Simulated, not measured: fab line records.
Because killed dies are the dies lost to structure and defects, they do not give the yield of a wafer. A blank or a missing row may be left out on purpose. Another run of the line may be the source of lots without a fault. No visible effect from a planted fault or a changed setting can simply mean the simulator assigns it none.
fab line records -- flow n5Finfet -- part 1 of 2: steps 1 to 24 of 30
[record] lots = 5, wafers = 15, lastDay = 18
route steps=1938 shown BEOL_M12@1649 BEOL_M13@1659
lots that met no fault: taken from a fault-free run of the same line
startH: start of the lot's first displayed wafer, in hours after the record's first day -- waitH: how many hours have passed since the lot's step before this one -- " as in the row above -- L1.1+2: several wafers, shown together as one row -- - either no value or no given start -- * or withheld: withheld -- < > ~ a bound
route shown NAME@n: NAME is a module with steps in the file, n the number in the route of the first one -- usual: mean/standard deviation taken from wafers without a fault -- same: alike in all rows -- chamber/n: place in a boat -- sites: the reading at each site -- _std_site: the standard deviation of these -- _edge_site: inner sites' mean taken away from outer sites' mean -- radiusMm: for every site, how far away it sits from the centre of the wafer -- mask NAME#n: copy n -- behind: the tool/chamber that last shaped the wafer -- hold: the reason the lot was held/the length of the hold in hours/how it ended -- device: whichever transistor did not switch (one of n, p or np) -- end of line: the route-end tests of the same wafers -- a step with no rows: only its recipe -- killed: the dies lost at the first sort to structure and to defects; this is not the yield of the wafer -- map: the dies of a wafer, with x for killed, . for not killed, _ for no die there
set.NAME: the setting that was run; set.NAME@STEP: the one run at that earlier step -- model.NAME: the simulator's own value behind a step, which no gauge read
a table for each step, a row for each wafer; lots at some steps of the route
services: when a tool's chamber went out of use (startH, in hours from the record's first day, below 0 if earlier), for how many hours, and the reason
[[steps]]
[step N5_BEOL_M12_SPUTTER_44]
[recipe] material = Ta, targetThkA = 100, tempC = 50, biasV = 80, powerW = 15000, chamberPressurePa = 0.07, timeS = 16.13
[usual] throttleValvePct = 30.2/0.99
lot.wafer,tool,chamber,startH,waitH,throttleValvePct
L077.1,pvdSputter-01,-,254.67,0.0,29.9
L077.2,pvdSputter-01,-,254.67,0.0,31.7
L077.5,pvdSputter-01,-,254.67,0.0,31.6
L083.2,pvdSputter-01,-,308.43,0.0,32.1
L083.3,pvdSputter-01,-,308.43,0.0,30.2
L083.6,pvdSputter-01,-,308.43,0.0,30.2
L082.3,pvdSputter-01,-,320.05,0.0,30.2
L082.4,pvdSputter-01,-,320.05,0.0,29.7
L082.5,pvdSputter-01,-,320.05,0.0,30.0
L087.1,pvdSputter-03,-,333.93,0.0,28.5
L087.2,pvdSputter-03,-,333.93,0.0,31.2
L087.5,pvdSputter-03,-,333.93,0.0,30.4
L097.2,pvdSputter-01,-,395.71,0.0,30.2
L097.3,pvdSputter-01,-,395.71,0.0,32.0
L097.4,pvdSputter-01,-,395.71,0.0,29.8
[step N5_BEOL_M12_SPUTTER_45]
[recipe] material = Cu, targetThkA = 800, tempC = -20, biasV = 60, powerW = 26000, chamberPressurePa = 0.13, timeS = 13.33
[usual] chuckGasFlowSccm = 1.26/0.057, throttleValvePct = 30.2/0.98
lot.wafer,tool,chamber,startH,waitH,chuckGasFlowSccm,throttleValvePct
L077.1,pvdSputter-01,-,254.75,0.0,1.22,30.1
L077.2,pvdSputter-01,-,254.75,0.0,1.32,31.8
L077.5,pvdSputter-01,-,254.75,0.0,1.26,31.8
L083.2,pvdSputter-01,-,308.51,0.0,1.30,32.0
L083.3,pvdSputter-01,-,308.51,0.0,1.29,30.0
L083.6,pvdSputter-01,-,308.51,0.0,1.18,30.3
L082.3,pvdSputter-01,-,320.13,0.0,1.20,30.0
L082.4,pvdSputter-01,-,320.13,0.0,1.26,29.9
L082.5,pvdSputter-01,-,320.13,0.0,1.19,30.1
L087.1,pvdSputter-03,-,334.01,0.0,1.30,28.8
L087.2,pvdSputter-03,-,334.01,0.0,1.25,31.5
L087.5,pvdSputter-03,-,334.01,0.0,1.19,30.3
L097.2,pvdSputter-01,-,395.79,0.0,1.32,30.1
L097.3,pvdSputter-01,-,395.79,0.0,1.25,31.7
L097.4,pvdSputter-01,-,395.79,0.0,1.23,29.6
[step N5_BEOL_M12_ECD_47]
[recipe] material = Cu, targetThkA = 7200
lot.wafer,tool,chamber,startH,waitH
L077.1+2+5,ecdCu-02,"1,0,0",254.86,0.1
L083.2+3+6,ecdCu-02,"0,0,1",308.63,0.1
L082.3+4+5,ecdCu-02,"1,0,1",320.28,0.1
L087.1+2+5,ecdCu-02,"1,0,1",334.12,0.1
L097.2+3+4,ecdCu-01,"0,1,0",395.91,0.1
[step N5_BEOL_M12_ANNEAL_48]
[recipe] tempC = 225, timeS = 90, ambient = N2
[usual] wafer_temp_C_max = 225.88/0.22
lot.wafer,tool,chamber,startH,waitH,wafer_temp_C_max
L077.1,rtpAnneal-02,0,255.29,0.4,225.81
L077.2,rtpAnneal-02,0,255.29,0.4,225.95
L077.5,rtpAnneal-02,0,255.29,0.4,225.95
L083.2,rtpAnneal-01,0,308.82,0.1,226.15
L083.3,rtpAnneal-01,0,308.82,0.1,225.81
L083.6,rtpAnneal-01,0,308.82,0.1,226.27
L082.3,rtpAnneal-01,0,320.48,0.2,226.06
L082.4,rtpAnneal-01,0,320.48,0.2,225.74
L082.5,rtpAnneal-01,0,320.48,0.2,225.89
L087.1,rtpAnneal-02,0,334.82,0.7,226.19
L087.2,rtpAnneal-02,0,334.82,0.7,225.84
L087.5,rtpAnneal-02,0,334.82,0.7,225.86
L097.2,rtpAnneal-01,0,396.10,0.1,225.66
L097.3,rtpAnneal-01,0,396.10,0.1,225.69
L097.4,rtpAnneal-01,0,396.10,0.1,226.22
[step N5_BEOL_M12_CMP_49]
[recipe] stopOn = SiOC, tOverpolishS = 20.6, downForcePsi = 1, platenRpm = 50, clearingPlatenDownForcePsi = 1.5, clearingPlatenRpm = 50, postCmpClean = cuAlkaline, targetThkNm = 320, clearingPlatenPadVelocityMS = 0.99484, padVelocityMS = 0.99484
[usual] barrierFieldEndpointS = 30.5/0.71, motorCurrentA = 5.4/0.66, overpolishRunS = 20.600/0.0091, platenRpm = 50.00/0.033, retainingRingPressureFrac = 1.000/0.0049
lot.wafer,tool,chamber,startH,waitH,barrierFieldEndpointS,motorCurrentA,overpolishRunS,platenRpm,retainingRingPressureFrac
L077.2,cmp-03,0,255.66,0.3,30.0,5.1,20.611,49.96,1.003
L077.1,cmp-03,1,255.66,0.3,30.8,4.9,20.616,49.94,1.004
L077.5,cmp-03,2,255.66,0.3,30.1,5.6,20.608,50.00,0.994
L083.2,cmp-04,3,309.07,0.2,32.0,5.4,20.590,49.98,1.003
L083.3,cmp-04,2,309.07,0.2,31.6,5.3,20.597,49.98,0.991
L083.6,cmp-04,0,309.07,0.2,32.3,4.7,20.591,49.97,1.000
L082.4,cmp-02,3,320.69,0.1,31.8,4.9,20.609,50.05,1.003
L082.3,cmp-02,1,320.69,0.1,29.6,5.9,20.585,49.96,0.991
L082.5,cmp-02,0,320.69,0.1,30.3,6.4,20.589,50.00,1.004
L087.2,cmp-03,2,335.14,0.2,30.6,5.0,20.601,49.96,0.996
L087.1,cmp-03,0,335.14,0.2,30.0,5.1,20.596,50.00,1.001
L087.5,cmp-03,2,335.14,0.2,30.4,5.4,20.604,50.01,0.992
L097.2,cmp-04,3,396.35,0.2,30.4,5.5,20.596,49.93,0.998
L097.3,cmp-04,1,396.35,0.2,30.2,6.6,20.580,50.00,1.002
L097.4,cmp-04,2,396.35,0.2,30.0,5.1,20.586,49.97,0.995
[step N5_BEOL_M12_THK_MEAS_50]
[recipe] thkMeasGauge = xrf, reads = Cu_of_BEOL_M12_ECD_47
[usual] M12_THK = 322/6.8
lot.wafer,tool,chamber,startH,waitH,M12_THK[nm]
L077.1,filmMetro-01,-,255.88,-,325
L077.2,filmMetro-01,-,255.88,-,323
L077.5,filmMetro-01,-,255.88,-,320
L083.2,filmMetro-01,-,309.37,-,324
L083.3,filmMetro-01,-,309.37,-,323
L083.6,filmMetro-01,-,309.37,-,317
L082.3,filmMetro-01,-,320.98,-,320
L082.4,filmMetro-01,-,320.98,-,337
L082.5,filmMetro-01,-,320.98,-,323
L087.1,filmMetro-02,-,335.43,-,312
L087.2,filmMetro-02,-,335.43,-,317
L087.5,filmMetro-02,-,335.43,-,315
L097.2,filmMetro-01,-,396.64,-,322
L097.3,filmMetro-01,-,396.64,-,320
L097.4,filmMetro-01,-,396.64,-,322
[step N5_BEOL_M12_PRE_CLEAN_52]
[recipe] gas = NH3, timeS = 15, tempC = withheld, rfPowerW = 300
lot.wafer,tool,chamber,startH,waitH
L077.1+2+5,pecvd-04,"1,0,2",255.92,0.0
L083.2+3+6,pecvd-04,"0,2,0",309.40,0.0
L082.3+4+5,pecvd-01,"1,2,0",321.02,0.0
L087.1+2+5,pecvd-01,"2,0,0",335.47,0.0
L097.2+3+4,pecvd-04,"0,1,2",396.68,0.0
[step N5_BEOL_M12_DEP_53]
[recipe] material = SiCN, targetThkA = 300, tempC = withheld, precursor = 3MS/NH3, pressureTorr = 3, rfW = 675, timeS = 10.5
[usual] showerheadPlenumPTorr = 4.168/0.022, throttleValvePct = 17.6/0.68
lot.wafer,tool,chamber,startH,waitH,showerheadPlenumPTorr,throttleValvePct
L077.1,pecvd-04,1,255.95,0.0,4.168,16.6
L077.2,pecvd-04,0,255.95,0.0,4.202,18.3
L077.5,pecvd-04,2,255.95,0.0,4.157,17.5
L083.2,pecvd-04,0,309.43,0.0,4.201,18.6
L083.3,pecvd-04,2,309.43,0.0,4.162,17.4
L083.6,pecvd-04,0,309.43,0.0,4.190,18.2
L082.3,pecvd-01,1,321.04,0.0,4.136,17.4
L082.4,pecvd-01,2,321.04,0.0,4.174,16.4
L082.5,pecvd-01,0,321.04,0.0,4.191,18.0
L087.1,pecvd-01,2,335.49,0.0,4.172,16.4
L087.2,pecvd-01,0,335.49,0.0,4.184,18.1
L087.5,pecvd-01,0,335.49,0.0,4.197,18.3
L097.2,pecvd-04,0,396.71,0.0,4.198,18.1
L097.3,pecvd-04,1,396.71,0.0,4.172,16.9
L097.4,pecvd-04,2,396.71,0.0,4.150,18.0
[step N5_BEOL_M12_RS_MEAS_54]
[recipe] thkMeasGauge = four-point-probe, reads = Cu_of_BEOL_M12_ECD_47+Ta_of_BEOL_M12_SPUTTER_44+TaN_of_BEOL_M12_SPUTTER_43
[usual] M12_RS = 0.0603/0.0012
lot.wafer,tool,chamber,startH,waitH,M12_RS[ohm/sq]
L077.1,filmMetro-01,-,256.01,0.0,0.0594
L077.2,filmMetro-01,-,256.01,0.0,0.0597
L077.5,filmMetro-01,-,256.01,0.0,0.0603
L083.2,filmMetro-02,-,309.49,0.0,0.0601
L083.3,filmMetro-02,-,309.49,0.0,0.0605
L083.6,filmMetro-02,-,309.49,0.0,0.0616
L082.3,filmMetro-01,-,321.11,0.0,0.0604
L082.4,filmMetro-01,-,321.11,0.0,0.0577
L082.5,filmMetro-01,-,321.11,0.0,0.0602
L087.1,filmMetro-02,-,335.55,0.0,0.0621
L087.2,filmMetro-02,-,335.55,0.0,0.0611
L087.5,filmMetro-02,-,335.55,0.0,0.0613
L097.2,filmMetro-01,-,396.77,0.0,0.0604
L097.3,filmMetro-01,-,396.77,0.0,0.0606
L097.4,filmMetro-01,-,396.77,0.0,0.0602
[step N5_BEOL_M12_INSPECT_55]
[recipe] inspectInstrument = darkfield, mode = postDep
[usual] rawDefectCount = 70/25
lot.wafer,tool,chamber,startH,waitH,rawDefectCount
L077.1,defectInspect-02,-,256.04,0.0,60
L077.2,defectInspect-02,-,256.04,0.0,49
L077.5,defectInspect-02,-,256.04,0.0,41
L083.2,defectInspect-02,-,309.52,0.0,26
L083.3,defectInspect-02,-,309.52,0.0,61
L083.6,defectInspect-02,-,309.52,0.0,97
L082.3,defectInspect-02,-,321.13,0.0,75
L082.4,defectInspect-02,-,321.13,0.0,34
L082.5,defectInspect-02,-,321.13,0.0,55
L087.1,defectInspect-01,-,335.58,0.0,68
L087.2,defectInspect-01,-,335.58,0.0,51
L087.5,defectInspect-01,-,335.58,0.0,98
L097.2,defectInspect-02,-,396.79,0.0,70
L097.3,defectInspect-02,-,396.79,0.0,57
L097.4,defectInspect-02,-,396.79,0.0,73
[step N5_BEOL_M13_ILD_DEP_00]
[recipe] material = SiOC, targetThkA = 8379.2, tempC = 350, precursor = DEMS/O2, pressureTorr = 5, rfW = 500, timeS = 166.4
[usual] heaterPowerW = 484/75, showerheadPlenumPTorr = 5.698/0.019, throttleValvePct = 11.8/0.49
lot.wafer,tool,chamber,startH,waitH,heaterPowerW,showerheadPlenumPTorr,throttleValvePct
L077.1,pecvd-01,1,256.07,0.0,396,5.682,11.5
L077.2,pecvd-01,2,256.07,0.0,536,5.689,11.2
L077.5,pecvd-01,1,256.07,0.0,427,5.678,11.5
L083.2,pecvd-04,2,309.55,0.0,476,5.687,11.8
L083.3,pecvd-04,1,309.55,0.0,424,5.697,11.1
L083.6,pecvd-04,0,309.55,0.0,373,5.722,12.3
L082.3,pecvd-03,0,321.17,0.0,505,5.718,11.9
L082.4,pecvd-03,0,321.17,0.0,556,5.723,11.7
L082.5,pecvd-03,2,321.17,0.0,517,5.658,11.7
L087.1,pecvd-03,0,335.62,0.0,550,5.709,11.9
L087.2,pecvd-03,2,335.62,0.0,542,5.678,11.6
L087.5,pecvd-03,0,335.62,0.0,587,5.717,12.1
L097.2,pecvd-03,2,396.83,0.0,454,5.673,11.6
L097.3,pecvd-03,1,396.83,0.0,564,5.697,12.4
L097.4,pecvd-03,1,396.83,0.0,463,5.707,12.7
[step N5_BEOL_M13_THK_MEAS_01]
[recipe] reads = SiOC_of_BEOL_M13_ILD_DEP_00
[usual] M13_ILD_THK = 838/10
lot.wafer,tool,chamber,startH,waitH,M13_ILD_THK[nm]
L077.1,filmMetro-01,-,256.22,0.1,840
L077.2,filmMetro-01,-,256.22,0.1,848
L077.5,filmMetro-01,-,256.22,0.1,847
L083.2,filmMetro-01,-,309.71,0.1,820
L083.3,filmMetro-01,-,309.71,0.1,838
L083.6,filmMetro-01,-,309.71,0.1,845
L082.3,filmMetro-02,-,321.32,0.1,839
L082.4,filmMetro-02,-,321.32,0.1,843
L082.5,filmMetro-02,-,321.32,0.1,856
L087.1,filmMetro-02,-,335.77,0.1,837
L087.2,filmMetro-02,-,335.77,0.1,847
L087.5,filmMetro-02,-,335.77,0.1,857
L097.2,filmMetro-02,-,396.98,0.1,835
L097.3,filmMetro-02,-,396.98,0.1,817
L097.4,filmMetro-02,-,396.98,0.1,838
[step N5_BEOL_M13_COAT_58]
[recipe] resist = BARC, tempC = 205, timeS = 60, spinRpm = 1500, resistThkNm = 89
[usual] dispensePressureKPa = 47/3.7, resistLineTempC = 22.99/0.1
lot.wafer,tool,chamber,startH,waitH,dispensePressureKPa,resistLineTempC
L077.1,lithoTrack-02,0,256.26,0.0,45,22.89
L077.2,lithoTrack-02,0,256.26,0.0,45,22.97
L077.5,lithoTrack-02,0,256.26,0.0,45,22.79
L083.2,lithoTrack-05,0,309.74,0.0,53,22.83
L083.3,lithoTrack-05,0,309.74,0.0,53,22.97
L083.6,lithoTrack-05,0,309.74,0.0,53,22.87
L082.3,lithoTrack-02,0,321.35,0.0,45,22.98
L082.4,lithoTrack-02,0,321.35,0.0,45,22.95
L082.5,lithoTrack-02,0,321.35,0.0,45,22.95
L087.1,lithoTrack-02,0,335.80,0.0,45,23.07
L087.2,lithoTrack-02,0,335.80,0.0,45,23.10
L087.5,lithoTrack-02,0,335.80,0.0,45,23.17
L097.2,lithoTrack-02,0,397.01,0.0,45,23.04
L097.3,lithoTrack-02,0,397.01,0.0,45,22.84
L097.4,lithoTrack-02,0,397.01,0.0,45,22.99
[step N5_BEOL_M13_COAT_04]
[recipe] spinRpm = 1625, resistThkNm = 400
[usual] dispensePressureKPa = 47/3.7, resistLineTempC = 22.99/0.12
lot.wafer,tool,chamber,startH,waitH,dispensePressureKPa,resistLineTempC
L077.1,lithoTrack-02,0,-,-,45,23.08
L077.2,lithoTrack-02,0,-,-,45,23.02
L077.5,lithoTrack-02,0,-,-,45,22.88
L083.2,lithoTrack-05,0,-,-,53,23.11
L083.3,lithoTrack-05,0,-,-,53,23.00
L083.6,lithoTrack-05,0,-,-,53,23.00
L082.3,lithoTrack-02,0,-,-,45,22.95
L082.4,lithoTrack-02,0,-,-,45,23.06
L082.5,lithoTrack-02,0,-,-,45,22.92
L087.1,lithoTrack-02,0,-,-,45,23.02
L087.2,lithoTrack-02,0,-,-,45,22.89
L087.5,lithoTrack-02,0,-,-,45,22.77
L097.2,lithoTrack-02,0,-,-,45,23.03
L097.3,lithoTrack-02,0,-,-,45,23.05
L097.4,lithoTrack-02,0,-,-,45,23.10
[step N5_BEOL_M13_EBR_06]
[recipe] solvent = PGMEA, ebrWidthMm = 1.5
[usual] resistLineTempC = 22.98/0.1
[same] ebrWidthMm = 1.5
lot.wafer,tool,chamber,startH,waitH,resistLineTempC
L077.1,lithoTrack-02,0,-,-,22.98
L077.2,lithoTrack-02,0,-,-,23.02
L077.5,lithoTrack-02,0,-,-,23.10
L083.2,lithoTrack-05,0,-,-,22.97
L083.3,lithoTrack-05,0,-,-,22.98
L083.6,lithoTrack-05,0,-,-,23.04
L082.3,lithoTrack-02,0,-,-,23.10
L082.4,lithoTrack-02,0,-,-,23.09
L082.5,lithoTrack-02,0,-,-,23.03
L087.1,lithoTrack-02,0,-,-,22.85
L087.2,lithoTrack-02,0,-,-,22.93
L087.5,lithoTrack-02,0,-,-,22.96
L097.2,lithoTrack-02,0,-,-,22.99
L097.3,lithoTrack-02,0,-,-,22.83
L097.4,lithoTrack-02,0,-,-,22.90
[step N5_BEOL_M13_SOFTBAKE_05]
[recipe] tempC = 130, timeS = 60
[usual] resistLineTempC = 22.99/0.11
lot.wafer,tool,chamber,startH,waitH,resistLineTempC
L077.1,lithoTrack-02,0,-,-,22.99
L077.2,lithoTrack-02,0,-,-,22.98
L077.5,lithoTrack-02,0,-,-,23.11
L083.2,lithoTrack-05,0,-,-,22.81
L083.3,lithoTrack-05,0,-,-,23.02
L083.6,lithoTrack-05,0,-,-,23.09
L082.3,lithoTrack-02,0,-,-,23.02
L082.4,lithoTrack-02,0,-,-,23.00
L082.5,lithoTrack-02,0,-,-,22.88
L087.1,lithoTrack-02,0,-,-,23.08
L087.2,lithoTrack-02,0,-,-,22.99
L087.5,lithoTrack-02,0,-,-,23.01
L097.2,lithoTrack-02,0,-,-,22.79
L097.3,lithoTrack-02,0,-,-,22.98
L097.4,lithoTrack-02,0,-,-,22.85
[step N5_BEOL_M13_EXPOSE_07]
[recipe] maskId = V12, na = 0.93, sourceShape = conventional, sigmaOuter = 0.6, polarization = unpolarized, attpsmPhaseDeg = 180, doseMj = 24.8
[usual] exposureDoseMJCm2 = 24.778/0.027
lot.wafer,tool,chamber,startH,waitH,mask,exposureDoseMJCm2
L077.1,krfScanner-01,0,256.35,-,V12#0,24.778
L077.2,krfScanner-01,0,256.35,-,V12#0,24.823
L077.5,krfScanner-01,0,256.35,-,V12#0,24.795
L083.2,krfScanner-02,0,309.97,-,V12#0,24.778
L083.3,krfScanner-02,0,309.97,-,V12#0,24.801
L083.6,krfScanner-02,0,309.97,-,V12#0,24.835
L082.3,krfScanner-01,0,321.59,-,V12#0,24.761
L082.4,krfScanner-01,0,321.59,-,V12#0,24.795
L082.5,krfScanner-01,0,321.59,-,V12#0,24.766
L087.1,krfScanner-02,0,336.02,-,V12#0,24.775
L087.2,krfScanner-02,0,336.02,-,V12#0,24.791
L087.5,krfScanner-02,0,336.02,-,V12#0,24.793
L097.2,krfScanner-02,0,397.12,-,V12#0,24.772
L097.3,krfScanner-02,0,397.12,-,V12#0,24.791
L097.4,krfScanner-02,0,397.12,-,V12#0,24.768
[step N5_BEOL_M13_PEB_08]
[recipe] pebTempC = 130, pebTimeS = 90
[usual] resistLineTempC = 23.00/0.1
lot.wafer,tool,chamber,startH,waitH,resistLineTempC
L077.1,lithoTrack-03,0,256.41,0.1,23.13
L077.2,lithoTrack-03,0,256.41,0.1,23.15
L077.5,lithoTrack-03,0,256.41,0.1,23.25
L083.2,lithoTrack-05,0,310.02,0.0,23.01
L083.3,lithoTrack-05,0,310.02,0.0,23.04
L083.6,lithoTrack-05,0,310.02,0.0,22.99
L082.3,lithoTrack-02,0,321.63,0.0,23.04
L082.4,lithoTrack-02,0,321.63,0.0,22.99
L082.5,lithoTrack-02,0,321.63,0.0,22.86
L087.1,lithoTrack-05,0,336.08,0.1,23.03
L087.2,lithoTrack-05,0,336.08,0.1,23.01
L087.5,lithoTrack-05,0,336.08,0.1,22.96
L097.2,lithoTrack-02,0,397.17,0.0,22.70
L097.3,lithoTrack-02,0,397.17,0.0,22.90
L097.4,lithoTrack-02,0,397.17,0.0,22.80
[step N5_BEOL_M13_DEVELOP_09]
[recipe] developTimeS = 45, rinseLiquid = diw, dry = airSpin, devTempC = 21
[usual] developerTempC = 21.00/0.1, resistLineTempC = 22.98/0.11
lot.wafer,tool,chamber,startH,waitH,developerTempC,resistLineTempC
L077.1,lithoTrack-03,0,-,-,20.94,23.08
L077.2,lithoTrack-03,0,-,-,21.05,22.94
L077.5,lithoTrack-03,0,-,-,20.78,23.04
L083.2,lithoTrack-05,0,-,-,20.91,23.06
L083.3,lithoTrack-05,0,-,-,20.97,23.09
L083.6,lithoTrack-05,0,-,-,20.94,22.86
L082.3,lithoTrack-02,0,-,-,20.98,23.08
L082.4,lithoTrack-02,0,-,-,21.09,23.10
L082.5,lithoTrack-02,0,-,-,20.92,23.13
L087.1,lithoTrack-05,0,-,-,21.09,22.93
L087.2,lithoTrack-05,0,-,-,21.14,22.85
L087.5,lithoTrack-05,0,-,-,20.98,22.88
L097.2,lithoTrack-02,0,-,-,20.95,22.74
L097.3,lithoTrack-02,0,-,-,20.86,22.94
L097.4,lithoTrack-02,0,-,-,21.05,22.86
[step N5_BEOL_M13_HARDBAKE_14]
[recipe] tempC = 130, timeS = 120
[usual] resistLineTempC = 23.01/0.11
lot.wafer,tool,chamber,startH,waitH,resistLineTempC
L077.1,lithoTrack-03,0,-,-,22.91
L077.2,lithoTrack-03,0,-,-,22.81
L077.5,lithoTrack-03,0,-,-,22.76
L083.2,lithoTrack-05,0,-,-,23.01
L083.3,lithoTrack-05,0,-,-,22.99
L083.6,lithoTrack-05,0,-,-,23.02
L082.3,lithoTrack-02,0,-,-,23.07
L082.4,lithoTrack-02,0,-,-,23.08
L082.5,lithoTrack-02,0,-,-,23.04
L087.1,lithoTrack-05,0,-,-,23.04
L087.2,lithoTrack-05,0,-,-,23.06
L087.5,lithoTrack-05,0,-,-,23.05
L097.2,lithoTrack-02,0,-,-,22.87
L097.3,lithoTrack-02,0,-,-,23.00
L097.4,lithoTrack-02,0,-,-,22.99
[step N5_BEOL_M13_CD_MEAS_10]
[recipe] targetCdNm = 190, landingEnergyEv = 500, detector = seInlens, polarity = opening
[usual] cdNm = 189.2/1.4
lot.wafer,tool,chamber,startH,waitH,cdNm
L077.1,cdSem-03,0,256.53,-,190.0
L077.2,cdSem-03,0,256.53,-,188.9
L077.5,cdSem-03,0,256.53,-,190.2
L083.2,cdSem-01,0,310.14,-,187.4
L083.3,cdSem-01,0,310.14,-,187.2
L083.6,cdSem-01,0,310.14,-,187.5
L082.3,cdSem-01,0,321.75,-,189.4
L082.4,cdSem-01,0,321.75,-,188.6
L082.5,cdSem-01,0,321.75,-,189.0
L087.1,cdSem-01,0,336.20,-,188.5
L087.2,cdSem-01,0,336.20,-,188.7
L087.5,cdSem-01,0,336.20,-,187.9
L097.2,cdSem-02,0,397.29,-,190.2
L097.3,cdSem-02,0,397.29,-,191.5
L097.4,cdSem-02,0,397.29,-,191.1
[step N5_BEOL_M13_OVL_MEAS_11]
[recipe] pointsPerWafer = 44
[usual] V12_OVL = 1/4.3
[same] pointsPerWafer = 44
lot.wafer,tool,chamber,startH,waitH,V12_OVL[nm]
L077.1,overlay-02,0,256.56,0.0,-2
L077.2,overlay-02,0,256.56,0.0,-1
L077.5,overlay-02,0,256.56,0.0,4
L083.2,overlay-02,0,310.16,0.0,6
L083.3,overlay-02,0,310.16,0.0,-2
L083.6,overlay-02,0,310.16,0.0,3
L082.3,overlay-01,0,321.78,0.0,-3
L082.4,overlay-01,0,321.78,0.0,-2
L082.5,overlay-01,0,321.78,0.0,4
L087.1,overlay-02,0,336.23,0.0,3
L087.2,overlay-02,0,336.23,0.0,0
L087.5,overlay-02,0,336.23,0.0,4
L097.2,overlay-02,0,397.32,0.0,4
L097.3,overlay-02,0,397.32,0.0,1
L097.4,overlay-02,0,397.32,0.0,4
[step N5_BEOL_M13_INSPECT_12]
[recipe] mode = adi, inspectInstrument = macro
[usual] rawDefectCount = 2.0/1.5
lot.wafer,tool,chamber,startH,waitH,rawDefectCount
L077.1,defectInspect-02,-,256.58,0.0,0
L077.2,defectInspect-02,-,256.58,0.0,3
L077.5,defectInspect-02,-,256.58,0.0,6
L083.2,defectInspect-02,-,310.19,0.0,2
L083.3,defectInspect-02,-,310.19,0.0,3
L083.6,defectInspect-02,-,310.19,0.0,3
L082.3,defectInspect-01,-,321.80,0.0,9
L082.4,defectInspect-01,-,321.80,0.0,0
L082.5,defectInspect-01,-,321.80,0.0,4
L087.1,defectInspect-01,-,336.25,0.0,4
L087.2,defectInspect-01,-,336.25,0.0,3
L087.5,defectInspect-01,-,336.25,0.0,2
L097.2,defectInspect-02,-,397.34,0.0,2
L097.3,defectInspect-02,-,397.34,0.0,2
L097.4,defectInspect-02,-,397.34,0.0,2
[step N5_BEOL_M13_DESCUM_15]
[recipe] chemistry = O2, timeS = 7.9, sourcePowerW = 50, biasPowerW = 20, pressureMtorr = 20, rfFrequencyHz = 2.712e+07, tempC = 40, o2FlowSccm = 225
[usual] drypumpMotorCurrentA = 5.9/0.68, oesProductAu = 0.75/0.056, rfVppV = 242.7/1.1, showerheadPlenumPTorr = 2.07/0.054, throttleValvePct = 20.32/0.2
lot.wafer,tool,chamber,startH,waitH,drypumpMotorCurrentA,oesProductAu,rfHoursCounterH,rfVppV,showerheadPlenumPTorr,throttleValvePct
L077.1,rieDiel-01,1,256.62,0.0,4.9,0.69,219,241.6,1.98,20.43
L077.2,rieDiel-01,2,256.62,0.0,5.2,0.70,185,242.8,2.06,20.06
L077.5,rieDiel-01,1,256.62,0.0,4.9,0.70,-,241.9,1.98,20.43
L083.2,rieDiel-01,3,310.22,0.0,6.5,0.82,73,241.8,2.04,20.40
L083.3,rieDiel-01,1,310.22,0.0,4.9,0.68,232,241.5,1.97,20.45
L083.6,rieDiel-01,2,310.22,0.0,5.2,0.69,-,243.6,2.06,20.07
L082.3,rieDiel-03,3,321.84,0.0,6.5,0.69,239,242.6,2.03,20.33
L082.4,rieDiel-03,2,321.84,0.0,6.6,0.73,213,241.0,2.00,20.65
L082.5,rieDiel-03,1,321.84,0.0,5.3,0.81,-,242.6,2.12,19.96
L087.1,rieDiel-03,1,336.36,0.1,5.3,0.79,84,242.4,2.11,19.95
L087.2,rieDiel-03,2,336.36,0.1,6.6,0.72,218,241.5,2.00,20.64
L087.5,rieDiel-03,1,336.36,0.1,5.4,0.80,-,243.9,2.11,19.98
L097.2,rieDiel-01,0,397.54,0.2,5.6,0.75,183,243.0,2.09,20.61
L097.3,rieDiel-01,3,397.54,0.2,6.4,0.78,96,240.9,2.03,20.43
L097.4,rieDiel-01,1,397.54,0.2,4.8,0.98,0,246.0,2.23,20.15
